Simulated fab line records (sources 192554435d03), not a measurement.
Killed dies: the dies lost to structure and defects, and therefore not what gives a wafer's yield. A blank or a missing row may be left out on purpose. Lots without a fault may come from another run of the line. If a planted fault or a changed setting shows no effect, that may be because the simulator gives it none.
fab line records	flow n5Finfet
[record] lots = 7	wafers = 39
route steps=1938 shown BEOL_M13@1659 MIM_BOT@1833
startH: hours from the record's opening day to when the first of the lot's shown wafers began	waitH: how many hours have passed since the lot's step before this one	" as in the row above	L1.1+2: a row that stands for several wafers	- no value, or no start given	* or withheld: withheld	< > ~ a bound
route shown NAME@n: NAME is a module with steps in the file, n the number in the route of the first one	usual: average and standard deviation across the fault-free wafers	same: alike in all rows	chamber/n: place in a boat	sites: each site's reading	_std_site: standard deviation across them	_edge_site: inner sites' mean taken away from outer sites' mean	radiusMm: how far each site lies from the wafer's centre	mask NAME#n: copy n	behind: the last tool/chamber to shape the wafer	hold: what put the lot on hold/how long, in hours/how the hold closed	device: the transistor (n, p or np) that didn't switch	end of line: the tests these same wafers got at the end of their route	step lacking rows: just its recipe	killed: not the wafer's yield, but the dies lost to structure and defects at the first sort	map: per-die view of a wafer (x killed, . not killed, _ where there is no die)
set.NAME: the setting as run; set.NAME@STEP: as run at that earlier step	model.NAME: the simulator's own value behind a step, which no gauge read
lots with deliberately changed settings; one table per step, one row per wafer
[[steps]]
[step N5_BEOL_M13_ILD_DEP_00]
[recipe] material = SiOC	targetThkA = 8379.2	tempC = 350	precursor = DEMS/O2	pressureTorr = 5	rfW = 500	timeS = 166.4
lot.wafer	tool	chamber	startH	waitH	set.timeS	model.SiOC_of_BEOL_M13_ILD_DEP_00.thkNm
L075.1	pecvd-03	2	244.42	0.0	166.4	821.2
L075.2	"	1	"	"	166.4	832.2
L075.3	"	0	"	"	254.1	1267
L075.4	"	0	"	"	166.4	849.8
L075.5	"	2	"	"	254.1	1282
L075.6	"	1	"	"	254.1	1283
L078.1	pecvd-01	0	285.73	0.0	166.4	846
L078.3	"	1	"	"	166.4	850.2
L078.4	"	2	"	"	166.4	867.6
L082.1	pecvd-04	0	289.89	0.0	209.7	1046
L082.2	"	2	"	"	209.7	1033
L082.3	"	2	"	"	166.4	844.8
L082.4	"	0	"	"	166.4	828.4
L082.5	"	2	"	"	209.7	1051
L082.6	"	0	"	"	166.4	838.6
L081.1	pecvd-01	2	291.03	0.0	166.4	862.8
L081.2	"	0	"	"	166.4	834.6
L081.3	"	1	"	"	115.7	588.4
L081.4	"	0	"	"	166.4	846.2
L081.5	"	2	"	"	115.7	594.4
L081.6	"	1	"	"	115.7	605.6
L087.1	pecvd-04	2	326.26	0.0	75.47	376.4
L087.2	"	1	"	"	166.4	835.6
L087.3	"	0	"	"	166.4	822.4
L087.4	"	0	"	"	75.47	399
L087.5	"	2	"	"	166.4	833.8
L087.6	"	1	"	"	75.47	379.8
L096.1	pecvd-01	0	378.88	0.0	166.4	830.6
L096.2	"	2	"	"	120	598.4
L096.3	"	1	"	"	120	594
L096.4	"	1	"	"	166.4	840
L096.5	"	2	"	"	120	607.4
L096.6	"	0	"	"	166.4	848.4
L097.1	pecvd-01	2	389.97	0.1	166.4	845
L097.2	"	1	"	"	166.4	834
L097.3	"	0	"	"	166.4	840.4
L097.4	"	2	"	"	210.9	1075
L097.5	"	0	"	"	210.9	1078
L097.6	"	1	"	"	210.9	1072
[step N5_BEOL_M13_THK_MEAS_01]
[recipe] reads = SiOC_of_BEOL_M13_ILD_DEP_00
[usual] M13_ILD_THK = 839/12
lot.wafer	tool	chamber	startH	waitH	set.timeS@BEOL_M13_ILD_DEP_00	M13_ILD_THK[nm]
L075.1	filmMetro-02	-	244.57	0.1	166.4	821
L075.2	"	-	"	"	166.4	832
L075.3	"	-	"	"	254.1	1267
L075.4	"	-	"	"	166.4	850
L075.5	"	-	"	"	254.1	1282
L075.6	"	-	"	"	254.1	1284
L078.1	filmMetro-01	-	285.88	0.1	166.4	846
L078.3	"	-	"	"	166.4	850
L078.4	"	-	"	"	166.4	867
L082.1	filmMetro-01	-	290.10	0.2	209.7	1046
L082.2	"	-	"	"	209.7	1033
L082.3	"	-	"	"	166.4	845
L082.4	"	-	"	"	166.4	828
L082.5	"	-	"	"	209.7	1050
L082.6	"	-	"	"	166.4	838
L081.1	filmMetro-01	-	291.18	0.1	166.4	863
L081.2	"	-	"	"	166.4	835
L081.3	"	-	"	"	115.7	589
L081.4	"	-	"	"	166.4	846
L081.5	"	-	"	"	115.7	594
L081.6	"	-	"	"	115.7	605
L087.1	filmMetro-01	-	326.41	0.1	75.47	376
L087.2	"	-	"	"	166.4	836
L087.3	"	-	"	"	166.4	823
L087.4	"	-	"	"	75.47	399
L087.5	"	-	"	"	166.4	834
L087.6	"	-	"	"	75.47	380
L096.1	filmMetro-02	-	379.03	0.1	166.4	831
L096.2	"	-	"	"	120	599
L096.3	"	-	"	"	120	594
L096.4	"	-	"	"	166.4	841
L096.5	"	-	"	"	120	608
L096.6	"	-	"	"	166.4	848
L097.1	filmMetro-02	-	390.12	0.1	166.4	845
L097.2	"	-	"	"	166.4	835
L097.3	"	-	"	"	166.4	840
L097.4	"	-	"	"	210.9	1075
L097.5	"	-	"	"	210.9	1079
L097.6	"	-	"	"	210.9	1072
[step N5_BEOL_M13_COAT_58]
[recipe] resist = BARC	tempC = 205	timeS = 60	spinRpm = 1500	resistThkNm = 89
[step N5_BEOL_M13_COAT_04]
[recipe] spinRpm = 1625	resistThkNm = 400
[step N5_BEOL_M13_DESCUM_15]
[recipe] chemistry = O2	timeS = 7.9	sourcePowerW = 50	biasPowerW = 20	pressureMtorr = 20	rfFrequencyHz = 2.712e+07	tempC = 40	o2FlowSccm = 225
[step N5_BEOL_M13_ETCH_59]
[recipe] chemistry = N2/H2	target = BARC	targetDepthA = 890	overetchA = 267	timeS = 67.9	ionEnergyEv = 200	pressureMtorr = 30	sourceW = 840	biasW = 150	n2FlowSccm = 200	h2FlowSccm = 200
[step N5_BEOL_M13_VIA_ETCH_16]
[recipe] chemistry = C4F8/O2/Ar	target = SiOC	pressureMtorr = 30	sourceW = 3000	biasW = 700	Ar_flow_sccm = 400	C4F8_flow_sccm = 15	O2_flow_sccm = 8	heInnerTorr = 15	heOuterTorr = 30	targetDepthA = 9217	timeS = withheld	ionEnergyEv = 250	ends = cleared
lot.wafer	tool	chamber	startH	waitH	set.timeS@BEOL_M13_ILD_DEP_00	model.coat_of_BEOL_M13_COAT_04.thkNm	model.etch.depthNm
L075.1	rieDiel-05	2	245.20	0.0	*	71.6	821.2
L075.2	"	0	"	"	*	71.4	832.2
L075.3	"	1	"	"	*	0	1267
L075.4	"	3	"	"	*	67	849.9
L075.5	"	0	"	"	*	0	1282
L075.6	"	3	"	"	*	0	1283
L078.1	rieDiel-05	1	286.36	0.0	*	67.2	846
L078.3	"	2	"	"	*	61.8	850.3
L078.4	"	3	"	"	*	61.8	867.7
L082.1	rieDiel-06	1	290.61	0.0	*	7.6	1046
L082.2	"	2	"	"	*	14.2	1033
L082.3	"	3	"	"	*	68.2	844.9
L082.4	"	2	"	"	*	73.2	828.4
L082.5	"	3	"	"	*	8.4	1051
L082.6	"	1	"	"	*	68.4	838.6
L081.1	rieDiel-06	2	291.66	0.0	*	60.2	862.9
L081.2	"	1	"	"	*	69.2	834.6
L081.3	"	3	"	"	*	144	588.5
L081.4	"	1	"	"	*	64.8	846.3
L081.5	"	2	"	"	*	141.4	594.5
L081.6	"	3	"	"	*	138.6	605.5
L087.1	rieDiel-05	1	327.06	0.0	*	205.4	376.4
L087.2	"	0	"	"	*	70.8	835.5
L087.3	"	2	"	"	*	71.6	822.5
L087.4	"	3	"	"	*	201.2	399
L087.5	"	0	"	"	*	70.8	833.9
L087.6	"	1	"	"	*	205.2	379.9
L096.1	rieDiel-06	3	379.64	0.0	*	72.2	830.5
L096.2	"	1	"	"	*	138.6	598.3
L096.3	"	0	"	"	*	140	594
L096.4	"	2	"	"	*	68.4	840
L096.5	"	0	"	"	*	133.6	607.5
L096.6	"	3	"	"	*	68.2	848.5
L097.1	rieDiel-03	0	391.01	0.0	*	67.8	845.1
L097.2	"	1	"	"	*	71	834.1
L097.3	"	3	"	"	*	68	840.3
L097.4	"	2	"	"	*	0	1075
L097.5	"	0	"	"	*	0	1078
L097.6	"	1	"	"	*	1	1072
[step N5_BEOL_M13_STRIP_63]
[recipe] chemistry = N2/H2	powerW = 1000	tempC = 250	h2Frac = 0.65	overashFraction = 0.3	pressureMtorr = 1000	n2FlowSccm = 1750	h2FlowSccm = 3250
[usual] oesProductAu = 0.674/0.0048	stripTimeToEndpointS = 27.5/1.2
lot.wafer	tool	chamber	startH	waitH	set.timeS@BEOL_M13_ILD_DEP_00	oesProductAu	stripTimeToEndpointS
L075.1	plasmaAsher-02	0	245.44	-	166.4	0.678	28.2
L075.2	"	1	"	"	166.4	0.663	28.0
L075.3	"	1	"	"	254.1	0.236	0.0
L075.4	"	0	"	"	166.4	0.667	26.8
L075.5	"	0	"	"	254.1	0.233	0.0
L075.6	"	1	"	"	254.1	0.229	0.0
L078.1	plasmaAsher-01	0	286.60	-	166.4	0.670	26.9
L078.3	"	0	"	"	166.4	0.673	25.2
L078.4	"	1	"	"	166.4	0.668	25.2
L082.1	plasmaAsher-01	1	290.85	-	209.7	0.378	6.6
L082.2	"	0	"	"	209.7	0.477	9.3
L082.3	"	0	"	"	166.4	0.672	27.2
L082.4	"	1	"	"	166.4	0.675	28.6
L082.5	"	1	"	"	209.7	0.379	6.9
L082.6	"	0	"	"	166.4	0.679	27.2
L081.1	plasmaAsher-01	0	291.90	-	166.4	0.672	24.7
L081.2	"	1	"	"	166.4	0.674	27.4
L081.3	"	0	"	"	115.7	0.697	48.1
L081.4	"	1	"	"	166.4	0.675	26.1
L081.5	"	1	"	"	115.7	0.701	47.4
L081.6	"	0	"	"	115.7	0.696	46.7
L087.1	plasmaAsher-02	0	327.30	-	75.47	0.788	64.0
L087.2	"	1	"	"	166.4	0.674	27.9
L087.3	"	1	"	"	166.4	0.675	28.2
L087.4	"	0	"	"	75.47	0.782	62.9
L087.5	"	0	"	"	166.4	0.678	27.9
L087.6	"	1	"	"	75.47	0.788	64.0
L096.1	plasmaAsher-01	0	379.87	-	166.4	0.677	28.3
L096.2	"	1	"	"	120	0.697	46.7
L096.3	"	1	"	"	120	0.702	47.1
L096.4	"	0	"	"	166.4	0.669	27.2
L096.5	"	1	"	"	120	0.684	45.3
L096.6	"	0	"	"	166.4	0.669	27.1
L097.1	plasmaAsher-01	1	391.25	-	166.4	0.683	27.0
L097.2	"	0	"	"	166.4	0.671	28.0
L097.3	"	0	"	"	166.4	0.671	27.1
L097.4	"	1	"	"	210.9	0.227	0.0
L097.5	"	1	"	"	210.9	0.235	0.0
L097.6	"	0	"	"	210.9	0.322	2.2
[step N5_BEOL_M13_SPUTTER_43]
[recipe] material = TaN	targetThkA = 150	tempC = 50	biasV = 168.6	powerW = 15000	chamberPressurePa = 0.12	timeS = 24.19
lot.wafer	tool	chamber	startH	waitH	set.targetThkA	model.TaN_of_BEOL_M13_SPUTTER_43.thkNm
L075.1	pvdSputter-03	-	249.83	0.0	150	15
L075.2+3+5+6	"	-	"	"	150	15.2
L075.4	"	-	"	"	150	15.4
L078.1	pvdSputter-03	-	290.65	0.0	150	15.2
L078.3+4	"	-	"	"	150	15
L082.1+5	pvdSputter-01	-	293.06	0.0	150	15.2
L082.2	"	-	"	"	205.5	20.8
L082.3+6	"	-	"	"	205.5	20.6
L082.4	"	-	"	"	150	15
L081.1+2	pvdSputter-03	-	296.60	0.0	226.9	22.4
L081.3+6	"	-	"	"	150	14.6
L081.4	"	-	"	"	150	15
L081.5	"	-	"	"	226.9	22.6
L087.1+4	pvdSputter-03	-	332.20	0.0	150	15
L087.2+6	"	-	"	"	105.1	10.4
L087.3	"	-	"	"	150	15.2
L087.5	"	-	"	"	105.1	10.6
L096.1+3+6	pvdSputter-01	-	382.60	0.0	150	14.8
L096.2+4+5	"	-	"	"	150	14.6
L097.1	pvdSputter-01	-	398.25	0.0	91.33	9.2
L097.2+3	"	-	"	"	150	14.8
L097.4+6	"	-	"	"	91.33	9
L097.5	"	-	"	"	150	15.2
[step N5_MIM_BOT_SPUTTER_00]
[recipe] material = TiN	targetThkA = 350	tempC = 200	powerW = 3000	chamberPressurePa = 0.49996	gas = Ar	reactivePartialPa = 0.37997	timeS = 89.7
lot.wafer	tool	chamber	startH	waitH	set.targetThkA	model.TiN_of_MIM_BOT_SPUTTER_00.thkNm
L075.1+2	pvdSputter-02	-	267.83	0.0	488.8	49
L075.3	"	-	"	"	488.8	49.2
L075.4+6	"	-	"	"	350	35
L075.5	"	-	"	"	350	35.2
L078.1	pvdSputter-03	-	306.08	0.0	350	34.8
L078.3	"	-	"	"	350	35.6
L078.4	"	-	"	"	350	35
L082.1	pvdSputter-03	-	308.82	0.0	183.5	19.2
L082.2	"	-	"	"	183.5	18.8
L082.3	"	-	"	"	350	36
L082.4	"	-	"	"	183.5	18.4
L082.5	"	-	"	"	350	35.6
L082.6	"	-	"	"	350	35.2
L081.1+4	pvdSputter-03	-	312.38	0.0	350	35.4
L081.2+3	"	-	"	"	209	21
L081.5	"	-	"	"	209	21.2
L081.6	"	-	"	"	350	35.2
L087.1+5	pvdSputter-03	-	352.24	0.0	350	34.8
L087.2	"	-	"	"	256.3	25.8
L087.3	"	-	"	"	256.3	25
L087.4	"	-	"	"	350	35.2
L087.6	"	-	"	"	256.3	25.2
L096.1+4	pvdSputter-03	-	398.26	0.0	350	35.4
L096.2+3	"	-	"	"	350	34.8
L096.5	"	-	"	"	350	34.4
L096.6	"	-	"	"	350	35.2
L097.1+3	pvdSputter-03	-	414.23	0.0	350	35.2
L097.2	"	-	"	"	350	35
L097.4	"	-	"	"	350	34.6
L097.5+6	"	-	"	"	350	34.8
[[key]]
[split] step = N5_BEOL_M13_ILD_DEP_00	setting = timeS	stated = 166.4	by = wafer
[response] step = N5_BEOL_M13_ILD_DEP_00	reading = model.SiOC_of_BEOL_M13_ILD_DEP_00.thkNm	change = +8.32	per = 1%	r = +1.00
[response] step = N5_BEOL_M13_THK_MEAS_01	reading = M13_ILD_THK	change = +8.32	per = 1%	r = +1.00
[response] step = N5_BEOL_M13_VIA_ETCH_16	reading = model.coat_of_BEOL_M13_COAT_04.thkNm	change = -2.1	per = 1%	r = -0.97
[response] step = N5_BEOL_M13_VIA_ETCH_16	reading = model.etch.depthNm	change = +8.32	per = 1%	r = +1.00
[response] step = N5_BEOL_M13_STRIP_63	reading = oesProductAu	shape = bent	atLowest = 0.786	atStated = 0.673	atHighest = 0.232
[response] step = N5_BEOL_M13_STRIP_63	reading = stripTimeToEndpointS	shape = bent	atLowest = *	atStated = *	atHighest = *
[split] step = N5_BEOL_M13_SPUTTER_43	setting = targetThkA	stated = 150	by = wafer
[response] step = N5_BEOL_M13_SPUTTER_43	reading = model.TaN_of_BEOL_M13_SPUTTER_43.thkNm	change = +0.151	per = 1%	r = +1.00
[split] step = N5_MIM_BOT_SPUTTER_00	setting = targetThkA	stated = 350	by = wafer
[response] step = N5_MIM_BOT_SPUTTER_00	reading = model.TiN_of_MIM_BOT_SPUTTER_00.thkNm	change = +0.354	per = 1%	r = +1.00
